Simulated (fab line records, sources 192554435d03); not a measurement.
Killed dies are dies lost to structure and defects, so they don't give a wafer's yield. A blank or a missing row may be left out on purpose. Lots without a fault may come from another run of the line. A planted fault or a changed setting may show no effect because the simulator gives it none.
fab line records | flow n5_finfet | part 1 of 2: steps 1 to 3 of 6
record lots=21 wafers=63 last_day=17
route steps=1938 shown BEOL_M6@1257 BEOL_M7@1299
lots that met no fault: from a run of the same line without faults
start_h: hours from the record's first day to the start of the lot's first wafer shown | wait_h: hours since the lot's step before | " the same as in the row above | L1.1+2: a row that stands for several wafers | - no value, or no start given | * or withheld: withheld | < > ~ a bound
route shown NAME@n: a module of which the file shows steps, and the number in the route of the first | usual: mean/standard deviation of fault-free wafers | same: alike in all rows | chamber/n: place in a boat | sites: the reading at each site | _std_site: their standard deviation | _edge_site: outer sites' mean less inner sites' | radius_mm: how far each site lies from the wafer's centre | mask NAME#n: copy n | behind: the tool/chamber that last shaped the wafer | hold: why the lot was held/for how many hours/how that ended | device: the transistor (n, p or np) that didn't switch | end of line: the same wafers' tests at the end of the route | a step without rows: its recipe alone | killed: dies lost to structure and defects at the first sort, not the wafer's yield | map: a wafer's dies, x killed, . not, _ none there
set.NAME: the setting as run; set.NAME@STEP: as run at that earlier step | model.NAME: the simulator's own value behind a step, which no gauge read
steps of the route over a sample of lots; a table a step, a row a wafer
services: from which hour (start_h, from the record's first day; less than 0 if before it) a tool's chamber was out of use, for how many hours, and why
## steps
# step N5_BEOL_M6_CMP_52
# recipe stop_on=SiCOH_lowk t_overpolish_s=6.9 down_force_psi=1 platen_rpm=50 clearing_platen_down_force_psi=1.5 clearing_platen_rpm=50 post_cmp_clean=cu_alkaline target_thk_nm=80 clearing_platen_pad_velocity_m_s=0.99484 pad_velocity_m_s=0.99484
# usual barrier_field_endpoint_s=29.0/0.9 motor_current_A=6.3/0.87 overpolish_run_s=6.900/0.0089 retaining_ring_pressure_frac=1.000/0.0048 time_to_endpoint_s=63/3.9
# columns lot.wafer tool chamber start_h wait_h barrier_field_endpoint_s motor_current_A overpolish_run_s retaining_ring_pressure_frac time_to_endpoint_s
L074.1 cmp-01 0 178.14 0.3 29.8 7.0 6.896 0.998 70
L074.2 " 2 " " 29.3 6.3 6.907 1.010 65
L074.4 " 3 " " 28.1 5.4 6.904 0.996 62
L076.2 cmp-03 0 194.99 0.4 29.3 5.5 6.883 0.992 68
L076.1 " 1 " " 28.7 8.9 6.886 1.000 61
L076.4 " 2 " " 28.3 6.3 6.898 0.999 59
L075.3 cmp-03 1 197.58 0.2 27.9 8.5 6.897 0.998 60
L075.4 " 2 " " 28.4 6.3 6.887 1.006 62
L075.6 " 1 " " 29.2 8.3 6.903 0.993 67
L077.2 cmp-03 3 204.17 0.2 28.1 5.5 6.907 1.001 59
L077.1 " 0 " " 29.3 5.2 6.931 0.990 67
L077.5 " 3 " " 28.5 5.5 6.897 0.992 59
L078.2 cmp-01 0 210.71 0.2 28.2 6.9 6.905 1.002 59
L078.3 " 3 " " 27.3 5.2 6.902 1.003 52
L078.5 " 1 " " 28.2 5.4 6.898 0.995 59
L079.1 cmp-03 2 213.01 0.3 29.5 6.3 6.900 0.994 61
L079.2 " 0 " " 29.9 5.1 6.911 1.000 68
L079.6 " 1 " " 29.5 8.6 6.905 1.007 60
L080.1 cmp-04 2 221.77 0.3 29.4 5.8 6.905 1.003 65
L080.4 " 3 " " 27.8 7.0 6.907 1.002 60
L080.2 " 0 " " 28.2 6.1 6.914 1.005 60
L081.3 cmp-01 2 221.83 0.2 27.9 6.4 6.899 0.999 58
L081.2 " 1 " " 27.3 5.3 6.907 0.993 63
L081.6 " 3 " " 27.4 5.5 6.911 0.998 56
L083.2 cmp-01 2 236.38 0.3 29.1 6.4 6.898 1.000 61
L083.1 " 3 " " 28.8 5.3 6.915 0.995 61
L083.5 " 1 " " 29.7 5.4 6.902 0.999 62
L084.2 cmp-01 2 244.19 0.2 28.7 6.8 6.898 0.994 63
L084.4 " 3 " " 28.9 5.5 6.903 1.006 58
L084.5 " 2 " " 29.1 6.4 6.900 1.005 64
L085.1 cmp-01 3 249.32 0.3 28.3 5.5 6.892 1.000 56
L085.3 " 1 " " 29.0 5.4 6.901 1.006 64
L085.5 " 2 " " 29.3 6.6 6.899 1.003 61
L086.4 cmp-01 2 255.53 0.2 28.6 6.3 6.887 1.003 62
L086.1 " 3 " " 27.8 5.2 6.901 1.005 55
L086.5 " 0 " " 29.1 7.1 6.903 0.997 64
L087.1 cmp-04 3 264.67 0.3 29.0 6.9 6.899 1.001 64
L087.4 " 1 " " 28.4 7.2 6.901 0.992 59
L087.5 " 0 " " 28.7 6.0 6.902 1.000 61
L089.4 cmp-04 0 271.55 0.2 29.7 5.9 6.895 1.003 66
L089.3 " 2 " " 29.6 5.6 6.896 1.004 67
L089.6 " 3 " " 30.4 6.8 6.899 0.996 69
L091.2 cmp-01 0 280.71 0.2 29.0 7.0 6.916 1.002 65
L091.3 " 1 " " 28.8 5.4 6.909 1.005 64
L091.5 " 0 " " 30.9 6.8 6.897 1.000 69
L090.4 cmp-04 2 282.42 0.2 29.9 5.5 6.914 0.999 66
L090.5 " 3 " " 30.2 6.6 6.913 0.995 69
L090.6 " 0 " " 28.6 5.8 6.905 0.996 61
L092.4 cmp-01 2 290.66 0.2 27.9 6.6 6.907 1.001 59
L092.2 " 3 " " 27.1 5.6 6.899 0.994 54
L092.5 " 1 " " 28.2 5.4 6.902 0.994 58
L093.1 cmp-01 3 300.47 0.3 26.5 5.4 6.910 1.008 52
L093.5 " 1 " " 29.0 5.4 6.881 0.998 59
L093.6 " 2 " " 26.8 6.5 6.895 1.001 56
L095.3 cmp-04 3 315.39 0.2 29.3 7.1 6.898 0.999 66
L095.1 " 1 " " 29.6 7.4 6.889 0.996 64
L095.5 " 0 " " 29.7 6.0 6.914 0.998 62
L097.2 cmp-04 3 319.80 0.3 30.0 6.9 6.897 0.999 67
L097.3 " 0 " " 29.9 5.8 6.894 1.000 63
L097.4 " 1 " " 29.8 7.1 6.891 0.996 65
L096.4 cmp-04 0 320.35 0.1 28.4 6.0 6.912 0.995 62
L096.2 " 1 " " 28.4 7.1 6.905 1.001 65
L096.6 " 1 " " 28.4 7.3 6.915 1.000 62
# step N5_BEOL_M7_DESCUM_33
# recipe chemistry=O2 time_s=7 source_power_w=50 bias_power_w=20 pressure_mtorr=20 rf_frequency_hz=2.712e+07 temp_c=40 resist=CAR-EUV o2_flow_sccm=225
# usual drypump_motor_current_A=5.5/0.42 oes_product_au=0.79/0.064 rf_fwd_power_W=49.37/0.21 rf_vpp_V=243.4/1.4 showerhead_plenum_p_Torr=2.10/0.082 throttle_valve_pct=20.35/0.19
# columns lot.wafer tool chamber start_h wait_h drypump_motor_current_A oes_product_au rf_fwd_power_W rf_hours_counter_h rf_vpp_V showerhead_plenum_p_Torr throttle_valve_pct
L074.1 rie_diel-02 2 182.55 0.1 5.9 0.72 49.57 202 242.7 2.06 20.51
L074.2 " 3 " " 5.5 0.75 49.45 151 243.5 2.17 20.32
L074.4 " 0 " " 5.0 0.74 49.13 171 242.5 2.10 20.50
L076.1 rie_diel-02 2 199.52 0.0 5.9 0.72 49.44 206 243.0 2.05 20.49
L076.2 " 0 " " 5.0 0.73 49.15 176 242.5 2.10 20.51
L076.4 " 1 " " 6.0 0.78 49.62 152 241.3 1.99 19.99
L075.3 rie_diel-02 2 203.00 0.0 5.9 0.71 49.40 207 242.5 2.05 20.51
L075.4 " 3 " " 5.5 0.74 49.31 156 245.2 2.17 20.33
L075.6 " 1 " " 6.0 0.78 49.58 - 243.4 1.99 20.01
L077.1 rie_diel-02 0 209.84 0.0 5.0 0.73 49.21 180 242.9 2.09 20.50
L077.2 " 2 " " 5.9 0.72 49.49 209 242.7 2.05 20.50
L077.5 " 0 " " 5.0 0.73 49.25 - 243.1 2.09 20.50
L078.2 rie_diel-06 2 214.72 0.2 5.4 0.82 49.57 101 245.6 2.23 20.46
L078.3 " 3 " " 5.9 0.79 49.80 150 240.2 1.92 20.10
L078.5 " 0 " " 5.7 0.92 49.12 - 245.3 2.11 20.06
L079.1 rie_diel-06 0 218.72 0.1 5.7 0.92 49.17 25 243.3 2.11 20.06
L079.2 " 1 " " 4.7 0.68 49.59 244 243.1 2.06 20.52
L079.6 " 2 " " 5.4 0.82 49.37 - 245.2 2.23 20.48
L081.2 rie_diel-06 0 226.03 0.0 5.6 0.92 49.21 28 243.4 2.11 20.06
L081.3 " 1 " " 4.7 0.67 49.16 246 243.2 2.06 20.54
L081.6 " 0 " " 5.7 0.92 49.35 - 243.3 2.11 20.07
L080.1 rie_diel-06 3 226.49 0.0 5.9 0.79 49.72 153 239.6 1.92 20.10
L080.2 " 0 " " 5.7 0.93 49.19 28 244.1 2.11 20.06
L080.4 " 2 " " 5.4 0.82 49.32 105 244.7 2.23 20.46
L083.1 rie_diel-05 1 240.54 0.0 5.9 0.85 49.10 57 244.1 2.14 20.59
L083.2 " 3 " " 5.2 0.82 49.43 63 243.3 2.13 20.42
L083.5 " 0 " " 6.0 0.81 49.15 - 243.2 2.11 20.30
L084.2 rie_diel-06 2 248.67 0.0 5.4 0.81 49.38 112 245.9 2.22 20.48
L084.4 " 3 " " 5.9 0.77 49.37 - 240.6 1.92 20.13
L084.5 " 2 " " 5.4 0.80 49.46 - 245.1 2.22 20.48
L085.1 rie_diel-05 3 253.85 0.0 5.2 0.82 49.35 68 242.9 2.13 20.43
L085.3 " 0 " " 6.1 0.81 49.20 91 244.2 2.11 20.31
L085.5 " 3 " " 5.2 0.81 49.45 - 242.8 2.13 20.41
L086.1 rie_diel-05 1 259.59 0.2 5.8 0.85 49.20 64 243.2 2.14 20.60
L086.4 " 3 " " 5.2 0.81 49.24 69 244.2 2.13 20.44
L086.5 " 2 " " 5.1 0.81 49.61 - 245.0 2.21 20.37
L087.1 rie_diel-05 1 268.45 0.0 5.8 0.84 49.17 66 244.4 2.14 20.60
L087.4 " 3 " " 5.2 0.81 49.36 72 244.2 2.13 20.43
L087.5 " 0 " " 6.0 0.81 49.06 - 245.3 2.10 20.31
L089.3 rie_diel-06 0 277.78 0.2 5.7 0.89 49.23 45 243.4 2.11 20.09
L089.4 " 1 " " 4.7 0.95 49.44 - 241.8 2.06 20.13
L089.6 " 2 " " 5.4 0.80 49.73 - 244.1 2.22 20.50
L091.2 rie_diel-02 3 284.35 0.1 5.5 0.73 49.10 181 244.4 2.16 20.37
L091.3 " 1 " " 6.0 0.75 49.66 180 241.3 1.98 20.02
L091.5 " 2 " " 5.9 0.70 49.49 - 242.2 2.04 20.54
L090.4 rie_diel-02 1 287.35 0.0 6.0 0.75 49.49 181 242.8 1.98 20.04
L090.5 " 1 " " 6.0 0.75 49.50 - 241.6 1.98 20.04
L090.6 " 0 " " 5.0 0.73 49.34 - 243.5 2.09 20.55
L092.2 rie_diel-05 3 295.87 0.0 5.2 0.79 49.32 81 244.8 2.13 20.43
L092.4 " 0 " " 6.0 0.79 49.02 - 244.0 2.10 20.33
L092.5 " 3 " " 5.2 0.79 49.52 - 244.0 2.13 20.45
L093.1 rie_diel-05 0 305.55 0.1 6.0 0.79 49.12 108 243.5 2.10 20.34
L093.5 " 1 " " 5.9 0.83 49.27 - 243.2 2.13 20.63
L093.6 " 0 " " 6.1 0.80 49.27 - 242.8 2.10 20.34
L095.1 rie_diel-06 3 318.27 0.2 5.9 0.76 49.68 179 240.2 1.91 20.13
L095.3 " 2 " " 5.4 0.79 49.65 134 245.7 2.22 20.50
L095.5 " 1 " " 4.7 0.90 49.48 - 243.2 2.05 20.13
L096.2 rie_diel-02 3 325.12 0.4 5.5 0.71 49.33 192 243.9 2.15 20.38
L096.4 " 0 " " 5.1 0.71 49.31 214 242.4 2.08 20.56
L096.6 " 0 " " 5.0 0.72 49.24 - 244.0 2.08 20.55
L097.2 rie_diel-05 3 325.14 0.4 5.2 0.78 49.16 91 243.8 2.12 20.46
L097.3 " 1 " " 5.8 0.84 49.04 84 244.3 2.13 20.62
L097.4 " 0 " " 6.1 0.78 49.24 114 244.1 2.10 20.36
# step N5_BEOL_M7_ETCH_72
# recipe chemistry=N2/H2 target=underlayer target_depth_a=65 mask_material=CAR-EUV time_s=5.2 ion_energy_ev=200 pressure_mtorr=30 source_w=840 bias_w=150 n2_flow_sccm=200 h2_flow_sccm=200 ends=cleared
# usual drypump_motor_current_A=5.5/0.42 etch_rf_on_time_s=5.24/0.17 oes_product_au=0.67/0.055 rf_fwd_power_W=819.5/2.6 rf_vpp_V=524.0/2.8 showerhead_plenum_p_Torr=2.55/0.1 throttle_valve_pct=17.79/0.22
# columns lot.wafer tool chamber start_h wait_h drypump_motor_current_A etch_rf_on_time_s oes_product_au rf_fwd_power_W rf_hours_counter_h rf_vpp_V showerhead_plenum_p_Torr throttle_valve_pct
L074.1 rie_diel-02 2 182.59 0.0 5.9 5.42 0.60 817.8 202 521.8 2.51 17.95
L074.2 " 3 " " 5.5 5.37 0.62 815.9 151 526.9 2.66 18.07
L074.4 " 0 " " 5.0 5.31 0.62 820.5 171 523.8 2.51 17.68
L076.1 rie_diel-02 2 199.55 0.0 5.9 5.40 0.60 818.7 206 523.9 2.51 17.95
L076.2 " 0 " " 5.0 5.29 0.64 820.0 176 522.8 2.51 17.69
L076.4 " 1 " " 6.1 5.11 0.66 816.8 152 522.1 2.42 17.47
L075.3 rie_diel-02 2 203.03 0.0 5.9 5.41 0.61 817.4 207 522.0 2.51 17.96
L075.4 " 3 " " 5.5 5.31 0.62 811.8 156 528.1 2.66 18.07
L075.6 " 1 " " 6.0 5.09 0.65 818.1 - 520.3 2.42 17.48
L077.1 rie_diel-02 0 209.88 0.0 5.0 5.21 0.62 821.9 180 523.3 2.51 17.71
L077.2 " 2 " " 5.9 5.34 0.61 819.3 209 522.7 2.50 17.96
L077.5 " 0 " " 5.0 5.22 0.62 819.8 - 522.7 2.51 17.70
L078.2 rie_diel-06 2 214.76 0.0 5.4 4.84 0.72 820.1 101 528.2 2.67 17.74
L078.3 " 3 " " 5.9 5.17 0.66 821.9 150 518.6 2.33 17.45
L078.5 " 0 " " 5.7 5.22 0.78 820.9 - 526.6 2.60 17.53
L079.1 rie_diel-06 0 218.75 0.0 5.7 5.32 0.77 817.9 25 524.8 2.60 17.54
L079.2 " 1 " " 4.7 5.34 0.57 817.4 244 518.1 2.49 17.81
L079.6 " 2 " " 5.4 4.85 0.72 819.3 - 527.3 2.67 17.73
L081.2 rie_diel-06 0 226.07 0.0 5.6 5.23 0.78 818.5 28 524.8 2.60 17.53
L081.3 " 1 " " 4.7 5.31 0.56 818.5 246 522.3 2.49 17.84
L081.6 " 0 " " 5.7 5.27 0.77 815.1 - 525.4 2.60 17.57
L080.1 rie_diel-06 3 226.52 0.0 5.9 5.18 0.66 823.5 153 517.7 2.32 17.45
L080.2 " 0 " " 5.7 5.20 0.78 821.4 28 524.1 2.60 17.55
L080.4 " 2 " " 5.4 4.87 0.71 817.3 105 527.3 2.67 17.74
L083.1 rie_diel-05 1 240.57 0.0 5.8 5.25 0.74 816.6 57 523.8 2.60 18.12
L083.2 " 3 " " 5.2 5.45 0.69 815.2 63 522.8 2.60 17.95
L083.5 " 0 " " 6.0 5.16 0.70 822.3 - 525.8 2.58 17.78
L084.2 rie_diel-06 2 248.70 0.0 5.4 4.88 0.70 817.3 112 525.0 2.66 17.73
L084.4 " 3 " " 5.9 5.14 0.66 820.6 - 516.7 2.32 17.48
L084.5 " 2 " " 5.4 4.89 0.70 818.6 - 526.5 2.66 17.76
L085.1 rie_diel-05 3 253.88 0.0 5.2 5.47 0.69 819.2 68 523.4 2.60 17.96
L085.3 " 0 " " 6.1 5.19 0.69 823.2 91 526.0 2.58 17.79
L085.5 " 3 " " 5.1 5.51 0.69 818.2 - 524.5 2.60 17.96
L086.1 rie_diel-05 1 259.62 0.0 5.8 5.30 0.73 825.8 64 525.6 2.60 18.09
L086.4 " 3 " " 5.2 5.50 0.69 824.4 69 525.4 2.60 17.99
L086.5 " 2 " " 5.1 5.21 0.69 818.6 - 526.5 2.69 17.79
L087.1 rie_diel-05 1 268.48 0.0 5.8 5.25 0.72 821.5 66 524.1 2.60 18.13
L087.4 " 3 " " 5.2 5.49 0.69 825.7 72 524.8 2.60 17.99
L087.5 " 0 " " 6.0 5.23 0.70 820.9 - 525.9 2.58 17.78
L089.3 rie_diel-06 0 277.82 0.0 5.7 5.31 0.73 820.2 45 524.7 2.59 17.59
L089.4 " 1 " " 4.7 5.23 0.80 820.0 - 522.6 2.48 17.39
L089.6 " 2 " " 5.4 4.99 0.69 817.1 - 526.3 2.66 17.79
L091.2 rie_diel-02 3 284.38 0.0 5.5 5.35 0.60 815.2 181 526.0 2.65 18.12
L091.3 " 1 " " 6.0 5.06 0.63 819.4 180 520.2 2.41 17.56
L091.5 " 2 " " 5.9 5.43 0.59 822.3 - 521.8 2.50 18.03
L090.4 rie_diel-02 1 287.38 0.0 6.0 5.12 0.65 820.3 181 520.0 2.41 17.53
L090.5 " 1 " " 6.0 5.14 0.64 818.5 - 520.3 2.41 17.55
L090.6 " 0 " " 5.1 5.17 0.62 818.3 - 522.5 2.50 17.73
L092.2 rie_diel-05 3 295.90 0.0 5.2 5.48 0.69 819.2 81 524.4 2.60 17.98
L092.4 " 0 " " 6.0 5.17 0.68 817.6 - 524.1 2.57 17.80
L092.5 " 3 " " 5.2 5.54 0.68 818.3 - 525.0 2.59 17.97
L093.1 rie_diel-05 0 305.59 0.0 6.1 5.31 0.67 812.6 108 522.8 2.57 17.81
L093.5 " 1 " " 5.8 5.25 0.71 821.3 - 525.7 2.59 18.17
L093.6 " 0 " " 6.0 5.33 0.67 820.2 - 524.0 2.57 17.81
L095.1 rie_diel-06 3 318.30 0.0 5.9 5.22 0.65 824.6 179 519.3 2.31 17.53
L095.3 " 2 " " 5.4 4.87 0.69 818.9 134 528.1 2.65 17.82
L095.5 " 1 " " 4.7 5.22 0.78 812.6 - 524.2 2.48 17.40
L096.2 rie_diel-02 3 325.15 0.0 5.5 5.35 0.60 816.3 192 526.3 2.64 18.13
L096.4 " 0 " " 5.0 5.25 0.61 820.7 214 522.2 2.50 17.77
L096.6 " 0 " " 5.1 5.27 0.60 818.7 - 522.5 2.50 17.75
L097.2 rie_diel-05 3 325.17 0.0 5.2 5.61 0.66 818.6 91 523.7 2.59 18.03
L097.3 " 1 " " 5.8 5.35 0.70 822.6 84 525.4 2.59 18.19
L097.4 " 0 " " 6.1 5.26 0.67 820.8 114 523.1 2.57 17.83
